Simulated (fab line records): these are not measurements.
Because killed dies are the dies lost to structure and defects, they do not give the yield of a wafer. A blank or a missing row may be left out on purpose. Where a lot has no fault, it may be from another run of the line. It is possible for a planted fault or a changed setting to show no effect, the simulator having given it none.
Chamber matching / flow n5Finfet / rieDiel-04 running N5_DUMMY_REMOVAL_STRIP_10: 4 sister chambers
The step strips in N2/H2, time 40 s. 8 wafers are shown with their chamber, then 6 later ones without.

WAFERS, EACH WITH ITS CHAMBER
wafer=L075.6; chamber=1; showerheadPlenumPTorr (Torr)=3.29; throttleValvePct (%)=11.79
wafer=L076.2; chamber=2; showerheadPlenumPTorr (Torr)=3.24; throttleValvePct (%)=12.45
wafer=L083.5; chamber=0; showerheadPlenumPTorr (Torr)=3.38; throttleValvePct (%)=12.04
wafer=L083.6; chamber=1; showerheadPlenumPTorr (Torr)=3.28; throttleValvePct (%)=11.83
wafer=L085.5; chamber=2; showerheadPlenumPTorr (Torr)=3.23; throttleValvePct (%)=12.48
wafer=L085.6; chamber=3; showerheadPlenumPTorr (Torr)=3.41; throttleValvePct (%)=11.91
wafer=L088.1; chamber=3; showerheadPlenumPTorr (Torr)=3.40; throttleValvePct (%)=11.94
wafer=L088.3; chamber=0; showerheadPlenumPTorr (Torr)=3.37; throttleValvePct (%)=12.05

WAFERS WHOSE CHAMBER IS MISSING
wafer=L092.1; showerheadPlenumPTorr (Torr)=3.40; throttleValvePct (%)=11.96
wafer=L092.4; showerheadPlenumPTorr (Torr)=3.23; throttleValvePct (%)=12.50
wafer=L092.6; showerheadPlenumPTorr (Torr)=3.37; throttleValvePct (%)=12.07
wafer=L095.1; showerheadPlenumPTorr (Torr)=3.37; throttleValvePct (%)=12.09
wafer=L095.3; showerheadPlenumPTorr (Torr)=3.23; throttleValvePct (%)=12.52
wafer=L095.5; showerheadPlenumPTorr (Torr)=3.28; throttleValvePct (%)=11.87

CHAMBER TAKEN BY EACH
wafer=L092.1; from the rows above=3; in truth=3
wafer=L092.4; from the rows above=2; in truth=2
wafer=L092.6; from the rows above=0; in truth=0
wafer=L095.1; from the rows above=0; in truth=0
wafer=L095.3; from the rows above=2; in truth=2
wafer=L095.5; from the rows above=1; in truth=1
Correct placement for 6 of the 6. From these rows, 0 cannot be placed. Number placed wrongly: 0.
How it was worked out, from the rows above alone: a wafer's distance from a chamber is the root of the sum, over the readings, of the square of ((its reading less the chamber's mean) divided by the reading's scatter). The wafer belongs to the nearest chamber; if the next one is less than 2 further off, it can't be placed. The mean given for a chamber averages the wafers shown for that chamber. The scatter is the square root of a quotient: the sum, over the shown wafers, of each reading's squared deviation from its chamber's mean, divided by wafers minus chambers.
